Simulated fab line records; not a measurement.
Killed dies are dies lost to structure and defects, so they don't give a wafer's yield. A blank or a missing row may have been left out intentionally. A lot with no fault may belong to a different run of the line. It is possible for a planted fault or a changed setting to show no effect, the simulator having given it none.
The tool behind it: which one? | flow n5Finfet | 72 wafers from 24 lots sampled at 6 of the route's 1938 steps

WHAT EACH GAUGE READ, for each wafer
The record lacks any reading of a measuring or inspecting step that a usual standard deviation could be used to judge.

WHAT TOOL EACH LOT RAN ON (gives the tool, then ch and the chambers of the sampled wafers, and finally the start)
lot  | N5_MOL_CONTACT_COAG_ETCHBACK_132  | N5_MOL_CONTACT_COAG_STRIP_72      | N5_MOL_CONTACT_COAG_STRIP_49        | N5_MOL_CONTACT_COAG_CVD_140  | N5_BEOL_M0_SAQP_PECVD_96        | N5_BEOL_M0_SAQP_MANDREL2_REMOVE_110
L074 | rieDiel-04 ch 1,2, day 5 02:24    | rieDiel-04 ch 1,2,3, day 5 04:36  | plasmaAsher-01 ch 0,1, day 5 04:41  | cvdW-02 ch 0,1, day 5 04:57  | pecvd-04 ch 0,1, day 5 10:14    | rieSi-06 ch 0,1,2, day 5 14:18
L075 | rieDiel-02 ch 2,3, day 5 12:16    | rieDiel-02 ch 0,1,3, day 5 14:25  | plasmaAsher-02 ch 0,1, day 5 14:31  | cvdW-02 ch 0,1, day 5 14:52  | pecvd-03 ch 0,1, day 5 20:25    | rieSi-05 ch 1,3, day 6 01:07
L076 | rieDiel-06 ch 1,3, day 5 15:02    | rieDiel-04 ch 0,2,3, day 5 17:01  | plasmaAsher-01 ch 0,1, day 5 17:06  | cvdW-01 ch 0, day 5 17:33    | pecvd-01 ch 1,2, day 5 23:55    | rieSi-01 ch 1,2,3, day 6 03:54
L077 | rieDiel-04 ch 0,3, day 5 19:34    | rieDiel-04 ch 2,3, day 5 21:57    | plasmaAsher-01 ch 0,1, day 5 22:02  | cvdW-01 ch 0, day 5 22:24    | pecvd-03 ch 0,1,2, day 6 04:04  | rieSi-06 ch 1,3, day 6 08:15
L078 | rieDiel-04 ch 0,2,3, day 6 08:07  | rieDiel-06 ch 2,3, day 6 10:06    | plasmaAsher-01 ch 0,1, day 6 10:11  | cvdW-02 ch 0,1, day 6 10:28  | pecvd-01 ch 0,2, day 6 16:50    | rieSi-05 ch 1,3, day 6 22:36
L079 | rieDiel-06 ch 1,2, day 6 13:13    | rieDiel-04 ch 0,1, day 6 14:52    | plasmaAsher-01 ch 0, day 6 14:57    | cvdW-01 ch 0,1, day 6 15:14  | pecvd-03 ch 0,2, day 6 19:28    | rieSi-06 ch 1,2,3, day 7 01:20
L080 | rieDiel-04 ch 1,2, day 6 13:42    | rieDiel-06 ch 0,3, day 6 15:29    | plasmaAsher-02 ch 0,1, day 6 15:34  | cvdW-02 ch 0,1, day 6 15:51  | pecvd-01 ch 0,1,2, day 6 23:50  | rieSi-05 ch 0,2, day 7 04:10
L081 | rieDiel-02 ch 0,1,3, day 6 19:03  | rieDiel-06 ch 0,1,3, day 6 20:43  | plasmaAsher-01 ch 0, day 6 20:47    | cvdW-02 ch 0,1, day 6 21:04  | pecvd-04 ch 1,2, day 7 03:30    | rieSi-01 ch 0,1,2, day 7 07:32
L082 | rieDiel-02 ch 0,1,2, day 7 02:14  | rieDiel-02 ch 0,1,3, day 7 04:02  | plasmaAsher-01 ch 0,1, day 7 04:07  | cvdW-01 ch 0, day 7 04:23    | pecvd-01 ch 0,1, day 7 09:56    | rieSi-01 ch 1,2,3, day 7 15:00
L083 | rieDiel-06 ch 0,2,3, day 7 04:55  | rieDiel-06 ch 0,1,3, day 7 06:26  | plasmaAsher-02 ch 0,1, day 7 06:31  | cvdW-01 ch 0,1, day 7 06:48  | pecvd-01 ch 0,1,2, day 7 13:47  | rieSi-06 ch 0,1,3, day 7 18:34
L084 | rieDiel-06 ch 2,3, day 7 14:41    | rieDiel-02 ch 0,1,3, day 7 16:38  | plasmaAsher-02 ch 0,1, day 7 16:44  | cvdW-02 ch 0,1, day 7 17:05  | pecvd-01 ch 0,1, day 7 23:34    | rieSi-05 ch 0,1,2, day 8 03:32
L085 | rieDiel-04 ch 0,3, day 8 00:20    | rieDiel-04 ch 0,2,3, day 8 02:11  | plasmaAsher-02 ch 0,1, day 8 02:16  | cvdW-01 ch 0,1, day 8 02:32  | pecvd-01 ch 0,2, day 8 07:05    | rieSi-06 ch 0,2, day 8 11:25
L086 | rieDiel-06 ch 0,1,2, day 8 00:53  | rieDiel-02 ch 1,2,3, day 8 02:34  | plasmaAsher-02 ch 0,1, day 8 02:39  | cvdW-02 ch 0,1, day 8 02:56  | pecvd-01 ch 0,2, day 8 10:19    | rieSi-05 ch 1,2,3, day 8 14:23
L087 | rieDiel-06 ch 2,3, day 8 08:39    | rieDiel-06 ch 2,3, day 8 10:19    | plasmaAsher-02 ch 0,1, day 8 10:36  | cvdW-02 ch 0,1, day 8 10:53  | pecvd-04 ch 1,2, day 8 16:54    | rieSi-06 ch 0,2, day 8 23:56
L088 | rieDiel-06 ch 0,3, day 8 23:38    | rieDiel-04 ch 1,2,3, day 9 02:38  | plasmaAsher-02 ch 0,1, day 9 02:43  | cvdW-01 ch 0, day 9 03:00    | pecvd-04 ch 0,1, day 9 07:14    | rieSi-06 ch 0,2,3, day 9 11:13
L089 | rieDiel-04 ch 1,2,3, day 8 23:58  | rieDiel-06 ch 0,1,3, day 9 02:39  | plasmaAsher-02 ch 0,1, day 9 02:47  | cvdW-02 ch 0,1, day 9 03:04  | pecvd-03 ch 0,2, day 9 10:14    | rieSi-06 ch 1,2,3, day 9 14:31
L090 | rieDiel-04 ch 1,3, day 9 05:30    | rieDiel-06 ch 1,2,3, day 9 09:05  | plasmaAsher-01 ch 0,1, day 9 09:10  | cvdW-01 ch 0,1, day 9 09:26  | pecvd-04 ch 0,1, day 9 14:06    | rieSi-05 ch 0,3, day 9 17:58
L091 | rieDiel-06 ch 1,2,3, day 9 10:59  | rieDiel-06 ch 0,2,3, day 9 12:47  | plasmaAsher-02 ch 0,1, day 9 12:53  | cvdW-01 ch 0,1, day 9 13:14  | pecvd-03 ch 0,1,2, day 9 19:07  | rieSi-05 ch 1,2, day 10 00:33
L092 | rieDiel-06 ch 0,2,3, day 9 15:20  | rieDiel-06 ch 0,1,2, day 9 16:59  | plasmaAsher-01 ch 0,1, day 9 17:04  | cvdW-02 ch 0,1, day 9 17:21  | pecvd-03 ch 1,2, day 9 22:17    | rieSi-05 ch 0,1,3, day 10 02:53
L093 | rieDiel-02 ch 1,3, day 9 23:45    | rieDiel-06 ch 0,2, day 10 01:17   | plasmaAsher-01 ch 0,1, day 10 01:22 | cvdW-02 ch 0,1, day 10 01:38 | pecvd-04 ch 0,2, day 10 07:56   | rieSi-01 ch 0,1,2, day 10 11:56
L094 | rieDiel-02 ch 1,2,3, day 10 07:19 | rieDiel-06 ch 1,2,3, day 10 09:21 | plasmaAsher-01 ch 0,1, day 10 09:26 | cvdW-01 ch 0,1, day 10 10:02 | pecvd-04 ch 0,2, day 10 14:31   | rieSi-05 ch 0,1,2, day 10 19:10
L095 | rieDiel-02 ch 0,2,3, day 10 13:14 | rieDiel-06 ch 1,2,3, day 10 14:57 | plasmaAsher-01 ch 0,1, day 10 15:02 | cvdW-02 ch 0,1, day 10 15:19 | pecvd-01 ch 0,1,2, day 10 20:54 | rieSi-01 ch 0,1,2, day 11 01:13
L096 | rieDiel-06 ch 1,2, day 10 18:27   | rieDiel-02 ch 1,2,3, day 10 20:10 | plasmaAsher-01 ch 0,1, day 10 20:15 | cvdW-02 ch 0,1, day 10 20:32 | pecvd-03 ch 0,2, day 11 02:32   | rieSi-06 ch 0,1,2, day 11 06:30
L097 | rieDiel-02 ch 0,1,2, day 10 22:13 | rieDiel-02 ch 0,1,2, day 11 00:04 | plasmaAsher-02 ch 0,1, day 11 00:08 | cvdW-01 ch 0,1, day 11 00:25 | pecvd-04 ch 0,1,2, day 11 07:05 | rieSi-01 ch 1,2,3, day 11 11:35
- N5_MOL_CONTACT_COAG_ETCHBACK_132: etches SiO2 in CHF3, target depth 10 nm, time 6.7 s.
- N5_MOL_CONTACT_COAG_STRIP_72: strips in N2/H2.
- N5_MOL_CONTACT_COAG_STRIP_49: strips in N2/H2, time 30 s.
- N5_MOL_CONTACT_COAG_CVD_140: deposits W, target thk 66.5 nm, time 215 s.
- N5_BEOL_M0_SAQP_PECVD_96: deposits a-Si from SiH4/He, target thk 45 nm, time 45.2 s.
- N5_BEOL_M0_SAQP_MANDREL2_REMOVE_110: chemistry HBr/Cl2/O2, target a-Si, stops on SiCN, bt time 10 s.

AS READ BY THE TOOLS THEMSELVES (means over the sampled wafers that have a number; for cases with no such wafer, the mark the record gives instead)
N5_MOL_CONTACT_COAG_ETCHBACK_132. Usual: drypumpMotorCurrentA 5.8 A, standard deviation 0.55; oes_f_703_au 0.78 a.u., standard deviation 0.074; oesProductAu 0.78 a.u., standard deviation 0.078; rfVppV 527 V, standard deviation 4.5; showerheadPlenumPTorr 2.38 Torr, standard deviation 0.076; throttleValvePct 18.74 %, standard deviation 0.27.
lot  | tool       | drypumpMotorCurrentA (A) | oes_f_703_au (a.u.) | oesProductAu (a.u.) | rfVppV (V) | showerheadPlenumPTorr (Torr) | throttleValvePct (%) | flag
L074 | rieDiel-04 | 6.0                      | 0.75                | 0.75                | 526        | 2.34                         | 18.86                | 
L075 | rieDiel-02 | 6.0                      | 0.79                | 0.79                | 524        | 2.39                         | 18.95                | 
L076 | rieDiel-06 | 5.5                      | 0.79                | 0.79                | 531        | 2.46                         | 18.93                | 
L077 | rieDiel-04 | 6.2                      | 0.81                | 0.83                | 530        | 2.47                         | 18.66                | 
L078 | rieDiel-04 | 6.1                      | 0.80                | 0.81                | 529        | 2.40                         | 18.72                | 
L079 | rieDiel-06 | 5.8                      | 0.75                | 0.75                | 530        | 2.42                         | 18.87                | 
L080 | rieDiel-04 | 5.9                      | 0.79                | 0.80                | 529        | 2.33                         | 18.79                | 
L081 | rieDiel-02 | 5.3                      | 0.76                | 0.77                | 522        | 2.38                         | 18.78                | 
L082 | rieDiel-02 | 5.8                      | 0.82                | 0.83                | 525        | 2.40                         | 18.66                | 
L083 | rieDiel-06 | 5.9                      | 0.77                | 0.78                | 529        | 2.33                         | 18.56                | 
L084 | rieDiel-06 | 5.6                      | 0.75                | 0.76                | 529        | 2.33                         | 18.64                | 
L085 | rieDiel-04 | 6.2                      | 0.78                | 0.79                | 528        | 2.46                         | 18.69                | 
L086 | rieDiel-06 | 6.2                      | 0.75                | 0.75                | 528        | 2.35                         | 18.67                | 
L087 | rieDiel-06 | 5.6                      | 0.75                | 0.75                | 529        | 2.33                         | 18.64                | 
L088 | rieDiel-06 | 5.5                      | 0.78                | 0.79                | 531        | 2.36                         | 18.64                | 
L089 | rieDiel-04 | 5.9                      | 0.86                | 0.88                | 529        | 2.38                         | 18.64                | 
L090 | rieDiel-04 | 6.0                      | 0.86                | 0.86                | 529        | 2.45                         | 18.60                | 
L091 | rieDiel-06 | 5.5                      | 0.75                | 0.75                | 529        | 2.38                         | 18.82                | 
L092 | rieDiel-06 | 5.9                      | 0.75                | 0.76                | 529        | 2.32                         | 18.59                | 
L093 | rieDiel-02 | 5.4                      | 0.69                | 0.69                | 524        | 2.42                         | 19.05                | 
L094 | rieDiel-02 | 5.7                      | 0.72                | 0.72                | 524        | 2.40                         | 19.02                | 
L095 | rieDiel-02 | 5.6                      | 0.78                | 0.77                | 522        | 2.35                         | 18.80                | 
L096 | rieDiel-06 | 5.8                      | 0.71                | 0.71                | 529        | 2.34                         | 18.78                | 
L097 | rieDiel-02 | 5.7                      | 0.79                | 0.78                | 525        | 2.39                         | 18.71                | 

N5_MOL_CONTACT_COAG_STRIP_72. Usual: drypumpMotorCurrentA 5.8 A, standard deviation 0.59; oesProductAu 0.78 a.u., standard deviation 0.073; rfVppV 59.3 V, standard deviation 1.9; showerheadPlenumPTorr 2.54 Torr, standard deviation 0.085; throttleValvePct 23.7 %, standard deviation 0.34.
lot  | tool       | drypumpMotorCurrentA (A) | oesProductAu (a.u.) | rfVppV (V) | showerheadPlenumPTorr (Torr) | throttleValvePct (%) | flag
L074 | rieDiel-04 | 5.9                      | 0.82                | 59.2       | 2.56                         | 23.7                 | 
L075 | rieDiel-02 | 5.3                      | 0.79                | 58.8       | 2.56                         | 23.9                 | 
L076 | rieDiel-04 | 6.1                      | 0.82                | 59.0       | 2.56                         | 23.6                 | 
L077 | rieDiel-04 | 5.9                      | 0.86                | 57.7       | 2.55                         | 23.7                 | 
L078 | rieDiel-06 | 5.6                      | 0.77                | 59.7       | 2.49                         | 23.5                 | 
L079 | rieDiel-04 | 6.3                      | 0.67                | 58.8       | 2.50                         | 23.7                 | 
L080 | rieDiel-06 | 5.5                      | 0.82                | 57.0       | 2.54                         | 23.7                 | 
L081 | rieDiel-06 | 5.8                      | 0.80                | 58.1       | 2.57                         | 23.8                 | 
L082 | rieDiel-02 | 5.3                      | 0.77                | 58.7       | 2.55                         | 23.9                 | 
L083 | rieDiel-06 | 5.8                      | 0.80                | 58.7       | 2.56                         | 23.7                 | 
L084 | rieDiel-02 | 5.3                      | 0.76                | 58.2       | 2.55                         | 24.0                 | 
L085 | rieDiel-04 | 6.1                      | 0.79                | 59.9       | 2.55                         | 23.7                 | 
L086 | rieDiel-02 | 5.7                      | 0.73                | 59.2       | 2.57                         | 24.1                 | 
L087 | rieDiel-06 | 5.6                      | 0.75                | 57.6       | 2.48                         | 23.6                 | 
L088 | rieDiel-04 | 6.0                      | 0.87                | 59.2       | 2.54                         | 23.6                 | 
L089 | rieDiel-06 | 5.8                      | 0.78                | 59.8       | 2.56                         | 23.8                 | 
L090 | rieDiel-06 | 5.5                      | 0.75                | 58.9       | 2.55                         | 23.9                 | 
L091 | rieDiel-06 | 5.9                      | 0.76                | 58.6       | 2.48                         | 23.5                 | 
L092 | rieDiel-06 | 6.2                      | 0.74                | 58.5       | 2.51                         | 23.6                 | 
L093 | rieDiel-06 | 6.5                      | 0.75                | 59.6       | 2.44                         | 23.2                 | 
L094 | rieDiel-06 | 5.5                      | 0.75                | 58.7       | 2.54                         | 23.8                 | 
L095 | rieDiel-06 | 5.5                      | 0.74                | 60.7       | 2.54                         | 23.9                 | 
L096 | rieDiel-02 | 5.7                      | 0.72                | 58.9       | 2.56                         | 24.1                 | 
L097 | rieDiel-02 | 5.7                      | 0.79                | 61.8       | 2.55                         | 23.8                 | 

N5_MOL_CONTACT_COAG_STRIP_49. Usual: drypumpMotorCurrentA 5.5 A, standard deviation 0.66; heaterPowerW 328 W, standard deviation 17.
lot  | tool           | drypumpMotorCurrentA (A) | heaterPowerW (W) | flag
L074 | plasmaAsher-01 | 5.7                      | 343              | 
L075 | plasmaAsher-02 | 5.0                      | 323              | 
L076 | plasmaAsher-01 | 6.2                      | 334              | 
L077 | plasmaAsher-01 | 5.7                      | 336              | 
L078 | plasmaAsher-01 | 5.7                      | 336              | 
L079 | plasmaAsher-01 | 6.6                      | 344              | 
L080 | plasmaAsher-02 | 5.1                      | 311              | 
L081 | plasmaAsher-01 | 6.6                      | 339              | 
L082 | plasmaAsher-01 | 5.7                      | 337              | 
L083 | plasmaAsher-02 | 5.0                      | 322              | 
L084 | plasmaAsher-02 | 5.0                      | 319              | 
L085 | plasmaAsher-02 | 5.0                      | 319              | 
L086 | plasmaAsher-02 | 5.1                      | 305              | 
L087 | plasmaAsher-02 | 5.0                      | 320              | 
L088 | plasmaAsher-02 | 5.0                      | 325              | 
L089 | plasmaAsher-02 | 5.1                      | 305              | 
L090 | plasmaAsher-01 | 5.7                      | 339              | 
L091 | plasmaAsher-02 | 5.0                      | 317              | 
L092 | plasmaAsher-01 | 6.2                      | 341              | 
L093 | plasmaAsher-01 | 5.7                      | 339              | 
L094 | plasmaAsher-01 | 5.7                      | 334              | 
L095 | plasmaAsher-01 | 6.2                      | 337              | 
L096 | plasmaAsher-01 | 5.7                      | 337              | 
L097 | plasmaAsher-02 | 5.0                      | 322              | 

N5_MOL_CONTACT_COAG_CVD_140. Usual: heaterPowerW at 463 W, with a standard deviation of 54.
lot  | tool    | heaterPowerW (W) | flag
L074 | cvdW-02 | 404              | 
L075 | cvdW-02 | 448              | 
L076 | cvdW-01 | 491              | 
L077 | cvdW-01 | 508              | 
L078 | cvdW-02 | 412              | 
L079 | cvdW-01 | 506              | 
L080 | cvdW-02 | 413              | 
L081 | cvdW-02 | 410              | 
L082 | cvdW-01 | 502              | 
L083 | cvdW-01 | 507              | 
L084 | cvdW-02 | 445              | 
L085 | cvdW-01 | 511              | 
L086 | cvdW-02 | 447              | 
L087 | cvdW-02 | 444              | 
L088 | cvdW-01 | 509              | 
L089 | cvdW-02 | 446              | 
L090 | cvdW-01 | 514              | 
L091 | cvdW-01 | 502              | 
L092 | cvdW-02 | 414              | 
L093 | cvdW-02 | 441              | 
L094 | cvdW-01 | 498              | 
L095 | cvdW-02 | 412              | 
L096 | cvdW-02 | 411              | 
L097 | cvdW-01 | 511              | 

N5_BEOL_M0_SAQP_PECVD_96. Usual: heaterPowerW 661 W, standard deviation 85; showerheadPlenumPTorr 5.67 Torr, standard deviation 0.049; throttleValvePct 18.2 %, standard deviation 0.83.
lot  | tool     | heaterPowerW (W) | showerheadPlenumPTorr (Torr) | throttleValvePct (%) | flag
L074 | pecvd-04 | 658              | 5.68                         | 18.0                 | 
L075 | pecvd-03 | 576              | 5.74                         | 18.6                 | 
L076 | pecvd-01 | 671              | 5.61                         | 17.9                 | 
L077 | pecvd-03 | 614              | 5.70                         | 18.1                 | 
L078 | pecvd-01 | 656              | 5.61                         | 18.2                 | 
L079 | pecvd-03 | 587              | 5.72                         | 18.0                 | 
L080 | pecvd-01 | 704              | 5.63                         | 18.6                 | 
L081 | pecvd-04 | 702              | 5.70                         | 17.2                 | 
L082 | pecvd-01 | 732              | 5.67                         | 19.3                 | 
L083 | pecvd-01 | 690              | 5.64                         | 18.7                 | 
L084 | pecvd-01 | 759              | 5.66                         | 19.3                 | 
L085 | pecvd-01 | 600              | 5.62                         | 17.9                 | 
L086 | pecvd-01 | 633              | 5.62                         | 18.0                 | 
L087 | pecvd-04 | 696              | 5.70                         | 17.2                 | 
L088 | pecvd-04 | 735              | 5.68                         | 18.1                 | 
L089 | pecvd-03 | 618              | 5.72                         | 17.8                 | 
L090 | pecvd-04 | 706              | 5.69                         | 18.1                 | 
L091 | pecvd-03 | 593              | 5.72                         | 18.1                 | 
L092 | pecvd-03 | 681              | 5.68                         | 18.0                 | 
L093 | pecvd-04 | 646              | 5.69                         | 17.5                 | 
L094 | pecvd-04 | 642              | 5.65                         | 18.2                 | 
L095 | pecvd-01 | 720              | 5.65                         | 18.7                 | 
L096 | pecvd-03 | 611              | 5.71                         | 18.0                 | 
L097 | pecvd-04 | 701              | 5.67                         | 17.8                 | 

N5_BEOL_M0_SAQP_MANDREL2_REMOVE_110. Usual: drypumpMotorCurrentA 5.9 A, standard deviation 0.54; oesProductAu 1.004 a.u., standard deviation 0.012; throttleValvePct 36.77 %, standard deviation 0.26.
lot  | tool     | drypumpMotorCurrentA (A) | oesProductAu (a.u.) | throttleValvePct (%) | flag
L074 | rieSi-06 | 5.7                      | 0.997               | 36.67                | 
L075 | rieSi-05 | 5.7                      | 0.997               | 36.75                | 
L076 | rieSi-01 | 6.3                      | 1.010               | 36.75                | 
L077 | rieSi-06 | 5.6                      | 0.983               | 36.83                | 
L078 | rieSi-05 | 5.7                      | 1.001               | 36.75                | 
L079 | rieSi-06 | 5.5                      | 1.001               | 36.69                | 
L080 | rieSi-05 | 5.4                      | 1.015               | 36.77                | 
L081 | rieSi-01 | 6.2                      | 1.010               | 36.82                | 
L082 | rieSi-01 | 6.3                      | 1.005               | 36.77                | 
L083 | rieSi-06 | 5.8                      | 0.998               | 36.80                | 
L084 | rieSi-05 | 5.4                      | 1.002               | 36.78                | 
L085 | rieSi-06 | 6.3                      | 0.996               | 36.95                | 
L086 | rieSi-05 | 5.7                      | 1.007               | 36.75                | 
L087 | rieSi-06 | 6.4                      | 0.994               | 36.94                | 
L088 | rieSi-06 | 6.0                      | 1.001               | 36.96                | 
L089 | rieSi-06 | 5.5                      | 0.997               | 36.67                | 
L090 | rieSi-05 | 6.3                      | 1.021               | 36.46                | 
L091 | rieSi-05 | 5.3                      | 1.007               | 36.91                | 
L092 | rieSi-05 | 5.9                      | 1.014               | 36.62                | 
L093 | rieSi-01 | 6.2                      | 1.001               | 36.82                | 
L094 | rieSi-05 | 5.4                      | 1.013               | 36.78                | 
L095 | rieSi-01 | 6.2                      | 1.006               | 36.82                | 
L096 | rieSi-06 | 5.8                      | 1.003               | 36.67                | 
L097 | rieSi-01 | 6.3                      | 0.998               | 36.75                | 

THE ANSWER, worked out from the rows above alone
Rule: a lot is off if the mean of its wafers that have a number lies more than 3 standard deviations from the usual mean. Also off: a lot with no number at a reading for which 4 or more lots have one. The other lots that the step has rows for count as sound. After the gauges, taken in route order, come the tools' own readings; for these a lot's mean is taken, as printed above. At the first step where some lot is off, the reading lying furthest off is the one used; lots without a number count as furthest.
Nothing can be told from this: no lot is off at any reading shown.

WHAT THE SIMULATOR HAD PUT IN
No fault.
